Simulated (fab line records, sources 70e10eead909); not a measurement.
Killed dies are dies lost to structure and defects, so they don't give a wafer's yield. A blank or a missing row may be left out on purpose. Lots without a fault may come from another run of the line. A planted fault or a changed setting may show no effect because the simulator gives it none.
Which tool did it? | flow nand_harc | 6 lots, 18 wafers sampled, at 1 step of a route of 1302

WHAT THE GAUGES READ, wafer by wafer
NHARC_A_ONON_D2_THK_MEAS_14: measures by ellipsometry.
lot  | measured     | on            | thk_nm (nm)
L701 | day 12 21:29 | film_metro-02 | 1004 1003 1004
L704 | day 14 20:50 | film_metro-01 | 1004 1004 1005
L713 | day 18 12:49 | film_metro-02 | 997 999 996
L715 | day 19 06:34 | film_metro-01 | 1008 1009 1009
L719 | day 20 20:53 | film_metro-01 | 1001 1002 1003
L722 | day 22 04:12 | film_metro-01 | 1002 1003 1002

WHICH TOOL RAN EACH LOT (tool, then ch and the chambers of the sampled wafers, then the start)
The record holds no process step before these readings.

THE ANSWER, worked out from the rows above alone
Rule: what is usual is taken from the lots themselves. Put in order of their means at a reading, lots are off if they are a third of the lots or fewer, leave a main group of 4 or more, and stand apart from it by a gap of 3 or more times the standard deviation of the main group's means; of several such gaps the widest counts. A main group whose means are all the same, to the digits that the tables above print for the reading, isn't used. A lot without any number at a reading at which 4 lots or more have one is off too. The other lots that the step has rows for count as sound.
No lot is off at any reading shown: from this, nothing can be told.

WHAT THE SIMULATOR HAD PUT IN
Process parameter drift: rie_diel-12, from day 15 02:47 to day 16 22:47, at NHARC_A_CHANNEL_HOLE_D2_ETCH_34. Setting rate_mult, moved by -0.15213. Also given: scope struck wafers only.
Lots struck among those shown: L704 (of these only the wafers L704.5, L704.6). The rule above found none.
